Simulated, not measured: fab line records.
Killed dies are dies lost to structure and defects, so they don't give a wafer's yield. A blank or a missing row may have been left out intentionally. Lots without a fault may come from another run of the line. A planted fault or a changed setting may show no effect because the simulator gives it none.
Matching of chambers -- flow n5 finfet -- 3 sister chambers for N5_PASSIVATION_PECVD_00 on pecvd-01
The step deposits SiO2 from SiH4/N2O, target thk 200 nm, time 11.2 s. 6 wafers are shown with their chamber, then 7 later ones without.

## EACH WAFER AND ITS CHAMBER
wafer,chamber,throttle valve pct (%),showerhead plenum p Torr (Torr)
L929.3,0,50,8.40
L936.4,1,56,8.26
L936.5,2,47,7.95
L936.6,0,51,8.41
L933.1,2,47,7.97
L933.4,1,56,8.28

## WAFERS WITHOUT THEIR CHAMBER
wafer,throttle valve pct (%),showerhead plenum p Torr (Torr)
L933.5,47,7.96
L934.2,47,7.94
L934.3,50,8.41
L934.6,47,7.94
L935.1,51,8.39
L935.5,50,8.40
L935.6,47,7.99

## CHAMBER TAKEN BY EACH
wafer,from the rows above,in truth
L933.5,2,2
L934.2,2,2
L934.3,0,0
L934.6,2,2
L935.1,0,0
L935.5,0,0
L935.6,2,2
Correct placement for 7 of the 7. Number that these rows cannot place: 0. Number placed wrongly: 0.
How it was worked out, from the rows above alone: a wafer's distance from a chamber is the root of the sum, over the readings, of the square of ((its reading less the chamber's mean) divided by the reading's scatter). The wafer belongs to the nearest chamber; if the next one is less than 2 further off, it can't be placed. The mean given for a chamber averages the wafers shown for that chamber. How the scatter is found: for the shown wafers, subtract from each reading the mean of its chamber, square and add these, divide the total by (wafers less chambers), then take the root.
